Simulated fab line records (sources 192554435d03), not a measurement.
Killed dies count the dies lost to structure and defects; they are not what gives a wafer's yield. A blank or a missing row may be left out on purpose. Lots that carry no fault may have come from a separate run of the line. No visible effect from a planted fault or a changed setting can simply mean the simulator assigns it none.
fab line records | flow n5Finfet
[record] lots = 9 | wafers = 25 | lastDay = 17
route steps=1938 shown STI_FIN_REVEAL@183 DUMMY_GATE@218 SDB@375 BEOL_M4@1111
lots untouched by any fault: they come from a run of this same line in which no faults occurred
startH: hours from the record's first day to the start of the lot's first wafer shown | waitH: hours since the lot's step before | " the same as in the row above | L1.1+2: one row covering several wafers at once | - no value, or no start given | * or withheld: withheld | < > ~ a bound
route shown NAME@n: a module of which the file shows steps, and the number in the route of the first | usual: mean/standard deviation of fault-free wafers | same: alike in all rows | chamber/n: place in a boat | sites: readings site by site | _std_site: standard deviation across them | _edge_site: mean of outer sites minus mean of inner sites | radiusMm: for every site, how far away it sits from the centre of the wafer | mask NAME#n: copy n | behind: the most recent tool/chamber to have shaped the wafer | hold: why the lot went on hold/how many hours it stayed there/how the hold came to an end | device: names the non-switching transistor (n, p or np) | end of line: the route-end tests of the same wafers | a step given without rows: its recipe and nothing more | killed: count of dies lost to structure and defects at first sort (not the wafer's yield) | map: per-die view of a wafer (x killed, . not killed, _ where there is no die)
set.NAME: the run value of the setting; set.NAME@STEP: its run value at that earlier step | model.NAME: the simulator's own value behind a step, which no gauge read
steps of the route over a sample of lots; a table a step, a row a wafer
services: a tool's chamber out of use, with start hour (startH, from the record's first day; less than 0 if before it), hours out, and reason
[[steps]]
[step N5_STI_FIN_REVEAL_ALD_00]
[recipe] material = SiO2 | targetThkA = 10 | tempC = 300 | aldPrecursorFamily = BDEAS | aldCoReactant = O2-plasma | pulseTimeS = 1 | pressureTorr = 2
[usual] heaterPowerW = 437/41 | precursorPulseHeightRel = 0.999/0.018
[same] pulseTimeS = 1
lot.wafer | tool      | chamber | startH | waitH | heaterPowerW | precursorPulseHeightRel
L906.1    | aldSin-04 | 0       | 34.79  | 0.0   | 453          | 1.032
L906.2    | "         | 3       | "      | "     | 397          | 0.988
L906.5    | "         | 3       | "      | "     | 406          | 0.967
L907.2    | aldSin-01 | 0       | 41.02  | 0.6   | 436          | 1.002
L907.4    | "         | 1       | "      | "     | 393          | 1.002
L907.5    | "         | 0       | "      | "     | 444          | 0.987
L908.3    | aldSin-01 | 1       | 46.57  | 0.0   | 387          | 0.998
L908.5    | "         | 1       | "      | "     | 392          | 0.989
L908.6    | "         | 2       | "      | "     | 436          | 1.000
L910.1    | aldSin-04 | 2       | 57.44  | 0.0   | 448          | 0.993
L910.3    | "         | 3       | "      | "     | 400          | 0.995
L910.5    | "         | 2       | "      | "     | 440          | 0.985
L911.1    | aldSin-03 | 3       | 65.40  | 0.0   | 488          | 0.978
L911.6    | "         | 1       | "      | "     | 373          | 1.002
L913.1    | aldSin-04 | 0       | 75.74  | 0.0   | 475          | 0.972
L913.3    | "         | 3       | "      | "     | 404          | 0.991
L919.2    | aldSin-04 | 2       | 112.06 | 0.7   | 454          | 0.989
L919.3    | "         | 1       | "      | "     | 404          | 0.996
L919.5    | "         | 3       | "      | "     | 413          | 0.995
L924.1    | aldSin-03 | 1       | 143.16 | 0.0   | 372          | 0.999
L924.4    | "         | 2       | "      | "     | 443          | 0.968
L924.6    | "         | 3       | "      | "     | 495          | 0.981
L928.1    | aldSin-01 | 0       | 166.31 | 0.3   | 446          | 1.002
L928.3    | "         | 3       | "      | "     | 503          | 1.023
L928.6    | "         | 0       | "      | "     | 440          | 1.018
[step N5_STI_FIN_REVEAL_THK_MEAS_05]
[usual] thkNm = 131.7/1
lot.wafer | tool         | chamber | startH | waitH | thkNm
L906.1    | filmMetro-02 | -       | 40.17  | -     | 133.0
L906.2    | "            | -       | "      | "     | 131.9
L906.5    | "            | -       | "      | "     | 132.1
L907.2    | filmMetro-02 | -       | 47.01  | -     | 133.7
L907.4    | "            | -       | "      | "     | 131.9
L907.5    | "            | -       | "      | "     | 132.3
L908.3    | filmMetro-02 | -       | 51.96  | -     | 130.5
L908.5    | "            | -       | "      | "     | 130.2
L908.6    | "            | -       | "      | "     | 131.1
L910.1    | filmMetro-01 | -       | 62.84  | -     | 131.4
L910.3    | "            | -       | "      | "     | 132.2
L910.5    | "            | -       | "      | "     | 129.5
L911.1    | filmMetro-02 | -       | 71.39  | -     | 132.4
L911.6    | "            | -       | "      | "     | 132.9
L913.1    | filmMetro-01 | -       | 81.27  | -     | 131.2
L913.3    | "            | -       | "      | "     | 130.5
L919.2    | filmMetro-01 | -       | 117.44 | -     | 132.0
L919.3    | "            | -       | "      | "     | 131.7
L919.5    | "            | -       | "      | "     | 131.8
L924.1    | filmMetro-02 | -       | 148.67 | -     | 132.3
L924.4    | "            | -       | "      | "     | 132.0
L924.6    | "            | -       | "      | "     | 133.5
L928.1    | filmMetro-01 | -       | 171.71 | -     | 131.6
L928.3    | "            | -       | "      | "     | 129.8
L928.6    | "            | -       | "      | "     | 132.5
[step N5_DUMMY_GATE_CMP_04]
[recipe] material = a-Si | postCmpClean = alkalineBrush
[usual] motorCurrentA = 10.7/1.3 | padLifeWafers = 806/620 | timeToEndpointS = 13.6/2
lot.wafer | tool   | chamber | startH | waitH | motorCurrentA | padLifeWafers | timeToEndpointS
L906.2    | cmp-01 | 0       | 50.31  | 0.1   | 12.6          | 1532          | 13.3
L906.1    | "      | 1       | "      | "     | 10.8          | 1533          | 14.8
L906.5    | "      | 2       | "      | "     | 8.1           | -             | 14.5
L907.2    | cmp-03 | 2       | 58.21  | 0.1   | 12.1          | 79            | 15.5
L907.4    | "      | 0       | "      | "     | 9.5           | 81            | 15.5
L907.5    | "      | 1       | "      | "     | 10.3          | -             | 13.8
L908.3    | cmp-03 | 3       | 60.63  | 0.1   | 10.0          | 104           | 10.8
L908.5    | "      | 1       | "      | "     | 10.5          | -             | 15.3
L908.6    | "      | 2       | "      | "     | 12.6          | -             | 12.5
L910.3    | cmp-04 | 0       | 70.74  | 0.0   | 10.7          | 864           | 13.1
L910.1    | "      | 1       | "      | "     | 10.7          | 865           | 11.1
L910.5    | "      | 0       | "      | "     | 11.0          | -             | 13.7
L911.1    | cmp-03 | 1       | 80.83  | 0.1   | 11.0          | 278           | 13.5
L911.6    | "      | 3       | "      | "     | 10.8          | -             | 17.8
L913.1    | cmp-03 | 0       | 90.64  | 0.0   | 9.2           | 354           | 15.5
L913.3    | "      | 2       | "      | "     | 12.1          | 356           | 17.6
L919.3    | cmp-01 | 2       | 124.85 | 0.1   | 8.1           | 55            | 16.8
L919.2    | "      | 3       | "      | "     | 13.2          | 56            | 14.9
L919.5    | "      | 2       | "      | "     | 8.2           | -             | 16.0
L924.1    | cmp-01 | 0       | 156.09 | 0.0   | 11.4          | 168           | 11.1
L924.4    | "      | 1       | "      | "     | 10.1          | 169           | 15.1
L924.6    | "      | 1       | "      | "     | 10.5          | -             | 13.0
L928.1    | cmp-01 | 1       | 179.24 | 0.1   | 10.3          | 380           | 13.8
L928.3    | "      | 2       | "      | "     | 8.0           | 381           | 14.1
L928.6    | "      | 3       | "      | "     | 13.6          | -             | 13.6
[step N5_DUMMY_GATE_THK_MEAS_05]
[usual] thkNm = 71.8/0.96
lot.wafer | tool         | chamber | startH | waitH | thkNm
L906.1    | filmMetro-01 | -       | 50.49  | 0.1   | 71.0
L906.2    | "            | -       | "      | "     | 72.5
L906.5    | "            | -       | "      | "     | 72.0
L907.2    | filmMetro-01 | -       | 58.42  | 0.2   | 73.3
L907.4    | "            | -       | "      | "     | 71.7
L907.5    | "            | -       | "      | "     | 74.3
L908.3    | filmMetro-02 | -       | 60.81  | 0.2   | 72.0
L908.5    | "            | -       | "      | "     | 71.0
L908.6    | "            | -       | "      | "     | 71.9
L910.1    | filmMetro-01 | -       | 70.98  | 0.2   | 71.6
L910.3    | "            | -       | "      | "     | 72.4
L910.5    | "            | -       | "      | "     | 72.4
L911.1    | filmMetro-02 | -       | 81.00  | 0.1   | 72.4
L911.6    | "            | -       | "      | "     | 100.0
L913.1    | filmMetro-02 | -       | 90.88  | 0.2   | 71.4
L913.3    | "            | -       | "      | "     | 99.8
L919.2    | filmMetro-02 | -       | 125.06 | 0.1   | 70.6
L919.3    | "            | -       | "      | "     | 72.0
L919.5    | "            | -       | "      | "     | 71.5
L924.1    | filmMetro-01 | -       | 156.33 | 0.2   | 70.1
L924.4    | "            | -       | "      | "     | 69.9
L924.6    | "            | -       | "      | "     | 70.0
L928.1    | filmMetro-02 | -       | 179.41 | 0.1   | 71.6
L928.3    | "            | -       | "      | "     | 72.2
L928.6    | "            | -       | "      | "     | 71.9
[step N5_DUMMY_GATE_INSPECT_17]
[recipe] mode = adi | inspectInstrument = brightfield
[usual] rawDefectCount = 194/51
lot.wafer | tool             | chamber | startH | waitH | rawDefectCount
L906.1    | defectInspect-01 | -       | 55.03  | 0.1   | 172
L906.2    | "                | -       | "      | "     | 278
L906.5    | "                | -       | "      | "     | 175
L907.2    | defectInspect-02 | -       | 62.84  | 0.0   | 258
L907.4    | "                | -       | "      | "     | 248
L907.5    | "                | -       | "      | "     | 186
L908.3    | defectInspect-01 | -       | 65.34  | 0.0   | 176
L908.5    | "                | -       | "      | "     | 143
L908.6    | "                | -       | "      | "     | 139
L910.1    | defectInspect-02 | -       | 75.51  | 0.1   | 264
L910.3    | "                | -       | "      | "     | 243
L910.5    | "                | -       | "      | "     | 184
L911.1    | defectInspect-01 | -       | 87.35  | 0.1   | 133
L911.6    | "                | -       | "      | "     | 158
L913.1    | defectInspect-01 | -       | 95.41  | 0.1   | 127
L913.3    | "                | -       | "      | "     | 178
L919.2    | defectInspect-02 | -       | 129.45 | 0.0   | 104
L919.3    | "                | -       | "      | "     | 148
L919.5    | "                | -       | "      | "     | 159
L924.1    | defectInspect-01 | -       | 160.74 | 0.1   | 151
L924.4    | "                | -       | "      | "     | 164
L924.6    | "                | -       | "      | "     | 253
L928.1    | defectInspect-02 | -       | 183.93 | 0.1   | 141
L928.3    | "                | -       | "      | "     | 91
L928.6    | "                | -       | "      | "     | 150
[step N5_DUMMY_GATE_ETCH_44]
[recipe] chemistry = HBr/O2 | overEtchFrac = 0.7 | targetDepthA = 1275 | stopOn = SiO2 | ionEnergyEv = 60 | biasW = 20 | target = poly-Si | maskMaterial = SiO2 | pressureMtorr = 20 | icpW = 400 | HBr_flow_sccm = 120 | O2_flow_sccm = 10
[usual] drypumpMotorCurrentA = 5.7/0.5 | heBacksideLeakSccm = 2.8/0.31 | oesProductAu = 0.730/0.012 | throttleValvePct = 18.33/0.19
lot.wafer | tool     | chamber | startH | waitH | drypumpMotorCurrentA | heBacksideLeakSccm | oesProductAu | rfHoursCounterH | throttleValvePct
L906.1    | rieSi-05 | 2       | 55.82  | 0.0   | 4.7                  | 2.4                | 0.735        | 137             | 18.17
L906.2    | "        | 0       | "      | "     | 5.9                  | 2.9                | 0.732        | 132             | 18.54
L906.5    | "        | 2       | "      | "     | 4.7                  | 2.3                | 0.731        | -               | 18.18
L907.2    | rieSi-05 | 1       | 63.96  | 0.0   | 5.4                  | 2.7                | 0.747        | 184             | 18.29
L907.4    | "        | 0       | "      | "     | 5.9                  | 3.0                | 0.734        | 132             | 18.52
L907.5    | "        | 3       | "      | "     | 5.4                  | 2.8                | 0.731        | -               | 18.65
L908.3    | rieSi-01 | 1       | 66.13  | 0.0   | 5.7                  | 3.0                | 0.736        | 36              | 18.19
L908.5    | "        | 1       | "      | "     | 5.7                  | 2.8                | 0.734        | -               | 18.18
L908.6    | "        | 0       | "      | "     | 5.8                  | 2.9                | 0.749        | -               | 18.46
L910.1    | rieSi-01 | 0       | 76.31  | 0.0   | 5.8                  | 3.0                | 0.744        | 51              | 18.45
L910.3    | "        | 1       | "      | "     | 5.7                  | 2.6                | 0.730        | 36              | 18.19
L910.5    | "        | 0       | "      | "     | 5.8                  | 2.8                | 0.754        | -               | 18.46
L911.1    | rieSi-01 | 3       | 88.39  | 0.0   | 5.6                  | 3.3                | 0.721        | 5               | 18.19
L911.6    | "        | 1       | "      | "     | 5.7                  | 2.8                | 0.871        | -               | 18.19
L913.1    | rieSi-03 | 1       | 96.64  | 0.0   | 6.6                  | 2.6                | 0.726        | 62              | 18.22
L913.3    | "        | 0       | "      | "     | 4.9                  | 2.9                | 0.832        | 68              | 18.52
L919.2    | rieSi-05 | 0       | 130.24 | 0.0   | 5.9                  | 2.9                | 0.723        | 133             | 18.53
L919.3    | "        | 1       | "      | "     | 5.4                  | 2.9                | 0.743        | 186             | 18.29
L919.5    | "        | 1       | "      | "     | 5.4                  | 3.0                | 0.736        | -               | 18.29
L924.1    | rieSi-03 | 0       | 161.70 | 0.0   | 4.9                  | 3.1                | 0.704        | 69              | 18.53
L924.4    | "        | 1       | "      | "     | 6.6                  | 2.6                | 0.716        | 63              | 18.21
L924.6    | "        | 1       | "      | "     | 6.5                  | 2.6                | 0.719        | -               | 18.24
L928.1    | rieSi-03 | 0       | 184.72 | 0.0   | 4.9                  | 2.9                | 0.708        | 70              | 18.53
L928.3    | "        | 3       | "      | "     | 6.4                  | 2.8                | 0.734        | 105             | 18.47
L928.6    | "        | 2       | "      | "     | 5.6                  | 2.8                | 0.723        | -               | 18.05
[step N5_SDB_THK_MEAS_31]
[recipe] reads = a-Si_of_DUMMY_GATE_CVD_03
[usual] SDB_THK = 64.0/0.97
lot.wafer | tool         | chamber | startH | waitH | SDB_THK[nm]
L906.1    | filmMetro-01 | -       | 79.91  | -     | 63.1
L906.2    | "            | -       | "      | "     | 64.8
L906.5    | "            | -       | "      | "     | 64.2
L907.2    | filmMetro-01 | -       | 86.04  | -     | 65.5
L907.4    | "            | -       | "      | "     | 64.0
L907.5    | "            | -       | "      | "     | 66.6
L908.3    | filmMetro-01 | -       | 88.84  | -     | 64.2
L908.5    | "            | -       | "      | "     | 63.2
L908.6    | "            | -       | "      | "     | 64.2
L910.1    | filmMetro-02 | -       | 99.84  | -     | 63.8
L910.3    | "            | -       | "      | "     | 64.7
L910.5    | "            | -       | "      | "     | 64.7
L911.1    | filmMetro-02 | -       | 111.88 | -     | 64.5
L911.6    | "            | -       | "      | "     | 92.2
L913.1    | filmMetro-01 | -       | 120.48 | -     | 63.6
L913.3    | "            | -       | "      | "     | 92.0
L919.2    | filmMetro-02 | -       | 151.83 | -     | 62.8
L919.3    | "            | -       | "      | "     | 64.2
L919.5    | "            | -       | "      | "     | 63.8
L924.1    | filmMetro-01 | -       | 183.83 | -     | 62.3
L924.4    | "            | -       | "      | "     | 62.2
L924.6    | "            | -       | "      | "     | 62.3
L928.1    | filmMetro-02 | -       | 209.08 | -     | 63.8
L928.3    | "            | -       | "      | "     | 64.5
L928.6    | "            | -       | "      | "     | 64.1
[step N5_BEOL_M4_RC_MEAS_101]
[usual] DIBL_N = 36.5/1.4 | DIBL_P = 36.6/1.6 | IOFF_N = 0.160/0.024 | IOFF_P = 0.217/0.029 | ION_N = 674/8.7 | ION_P = 464/6.5 | SS_N = 71.6/0.47 | SS_P = 73.4/0.57 | VT_N = 250.0/2.5 | VT_P = -250/3.1
lot.wafer | tool      | chamber | startH | waitH | DIBL_N[mV/V] | DIBL_P[mV/V] | IOFF_N[nA/um] | IOFF_P[nA/um] | ION_N[uA/um] | ION_P[uA/um] | SS_N[mV/dec] | SS_P[mV/dec] | VT_N[mV] | VT_P[mV]
L906.1    | prober-02 | 0       | 174.07 | 0.0   | 34.3         | 35.8         | 0.140         | 0.193         | 663          | 465          | 71.6         | 72.8         | 250.5    | -251
L906.2    | "         | 0       | "      | "     | 35.2         | 36.7         | 0.143         | 0.203         | 666          | 461          | 71.8         | 72.6         | 251.5    | -251
L906.5    | "         | 0       | "      | "     | 35.5         | 36.3         | 0.152         | 0.208         | 671          | 462          | 71.7         | 73.3         | 249.1    | -249
L907.2    | prober-01 | 0       | 185.60 | 0.2   | 36.9         | 37.8         | 0.177         | 0.222         | 669          | 460          | 71.7         | 73.2         | 248.6    | -249
L907.4    | "         | 0       | "      | "     | 34.8         | 34.3         | 0.138         | 0.175         | 678          | 463          | 70.9         | 73.1         | 253.1    | -252
L907.5    | "         | 0       | "      | "     | 37.4         | 37.7         | 0.188         | 0.220         | 690          | 466          | 71.8         | 74.0         | 247.8    | -250
L908.3    | prober-02 | 0       | 193.68 | 0.3   | 34.9         | 35.5         | 0.155         | 0.228         | 680          | 471          | 71.6         | 73.5         | 249.3    | -249
L908.5    | "         | 0       | "      | "     | 33.5         | 33.6         | 0.128         | 0.191         | 667          | 466          | 71.3         | 72.9         | 252.2    | -252
L908.6    | "         | 0       | "      | "     | 35.1         | 36.0         | 0.159         | 0.224         | 687          | 471          | 72.0         | 73.1         | 249.7    | -247
L910.1    | prober-02 | 0       | 210.82 | 0.0   | 38.8         | 39.8         | 0.211         | 0.253         | 694          | 465          | 72.7         | 74.1         | 248.9    | -249
L910.3    | "         | 0       | "      | "     | 35.9         | 36.3         | 0.160         | 0.196         | 677          | 457          | 71.2         | 73.5         | 250.0    | -253
L910.5    | "         | 0       | "      | "     | 37.8         | 38.6         | 0.187         | 0.226         | 679          | 460          | 70.8         | 74.0         | 249.7    | -253
L911.1    | prober-01 | 0       | 212.81 | 0.0   | 38.4         | 38.6         | 0.199         | 0.267         | 691          | 474          | 71.7         | 73.6         | 247.0    | -245
L911.6    | "         | 0       | "      | "     | 36.4         | 37.0         | 0.168         | 0.238         | 679          | 470          | 71.6         | 73.5         | 248.6    | -246
L913.1    | prober-01 | 0       | 227.21 | 0.0   | 36.3         | 37.3         | 0.169         | 0.261         | 678          | 474          | 71.1         | 74.2         | 248.6    | -245
L913.3    | "         | 0       | "      | "     | 37.1         | 37.9         | 0.187         | 0.267         | 673          | 474          | 72.0         | 73.4         | 245.1    | -243
L919.2    | prober-02 | 0       | 260.42 | 0.2   | 36.8         | 37.4         | 0.157         | 0.227         | 668          | 458          | 72.0         | 74.0         | 251.6    | -247
L919.3    | "         | 0       | "      | "     | 36.1         | 36.8         | 0.154         | 0.219         | 678          | 468          | 71.6         | 73.4         | 250.2    | -249
L919.5    | "         | 0       | "      | "     | 36.4         | 36.4         | 0.155         | 0.219         | 678          | 469          | 70.4         | 73.7         | 251.5    | -249
L924.1    | prober-02 | 0       | 288.97 | 0.0   | 36.2         | 36.9         | 0.150         | 0.209         | 667          | 461          | 72.2         | 73.3         | 252.9    | -251
L924.4    | "         | 0       | "      | "     | 35.5         | 36.7         | 0.149         | 0.202         | 673          | 465          | 71.7         | 73.1         | 250.4    | -252
L924.6    | "         | 0       | "      | "     | 36.5         | 37.8         | 0.161         | 0.225         | 674          | 464          | 72.0         | 73.4         | 252.8    | -250
L928.1    | prober-02 | 0       | 304.14 | 0.0   | 37.0         | 36.3         | 0.169         | 0.218         | 677          | 459          | 72.2         | 72.9         | 249.2    | -251
L928.3    | "         | 0       | "      | "     | 36.4         | 36.3         | 0.166         | 0.213         | 682          | 464          | 71.4         | 74.0         | 247.6    | -252
L928.6    | "         | 0       | "      | "     | 36.7         | 36.4         | 0.173         | 0.222         | 680          | 464          | 72.0         | 73.8         | 247.2    | -249
[[services]]
tool      | chamber | startH | hours | kind
cmp-03    | -       | 23.93  | 1.4   | repair
cmp-04    | -       | 27.50  | 3.7   | repair
rieSi-01  | -       | 28.92  | 0.3   | repair
rieSi-03  | 1       | 30.33  | 3.7   | repair
rieSi-03  | 1       | 42.50  | 6.6   | repair
rieSi-01  | 0       | 43.03  | 8.7   | repair
rieSi-01  | 3       | 43.63  | 6.1   | repair
cmp-03    | -       | 44.09  | 4.0   | pm
rieSi-05  | -       | 50.45  | 2.0   | repair
aldSin-04 | 1       | 56.92  | 36.9  | repair
aldSin-04 | 2       | 61.59  | 15.3  | repair
cmp-04    | -       | 64.33  | 2.2   | repair
rieSi-05  | 0       | 69.11  | 4.8   | repair
cmp-03    | -       | 72.45  | 0.3   | repair
cmp-01    | -       | 84.26  | 1.0   | repair
aldSin-01 | -       | 85.31  | 14.0  | pm
cmp-03    | -       | 94.83  | 0.4   | repair
aldSin-01 | -       | 99.31  | 2.8   | pm
aldSin-04 | -       | 104.09 | 1.6   | repair
cmp-01    | -       | 115.10 | 4.0   | pm
cmp-01    | -       | 132.38 | 17.3  | repair
aldSin-04 | -       | 134.13 | 3.2   | repair
aldSin-03 | -       | 153.63 | 2.8   | pm
rieSi-05  | -       | 169.91 | 4.2   | repair
[[key]]
[firstSign] step = N5_DUMMY_GATE_THK_MEAS_05 | reading = thkNm | direction = up | sigmas = 29 | usual = * | struck = *
[effect] step = N5_DUMMY_GATE_ETCH_44 | reading = oesProductAu | direction = up | sigmas = 9.9 | usual = 0.730 | struck = 0.852
[effect] step = N5_SDB_THK_MEAS_31 | reading = SDB_THK | direction = up | sigmas = 29 | usual = 64.0 | struck = 92.1
metAt N5_DUMMY_GATE_CMP_04
struckLots L911,L913
struckWafers L911.6,L913.3
notActingAt N5_STI_FIN_REVEAL_ALD_00,N5_STI_FIN_REVEAL_THK_MEAS_05,N5_DUMMY_GATE_INSPECT_17
onsetBetween 60.63 80.83
[fault] kind = processParameterDrift | tool = cmp-03 | chamber = - | onsetH = 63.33 | steps = N5_DUMMY_GATE_CMP_04 | channel = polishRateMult | offset = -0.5 | shape = step | endH = 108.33 | scope = struckWafersOnly
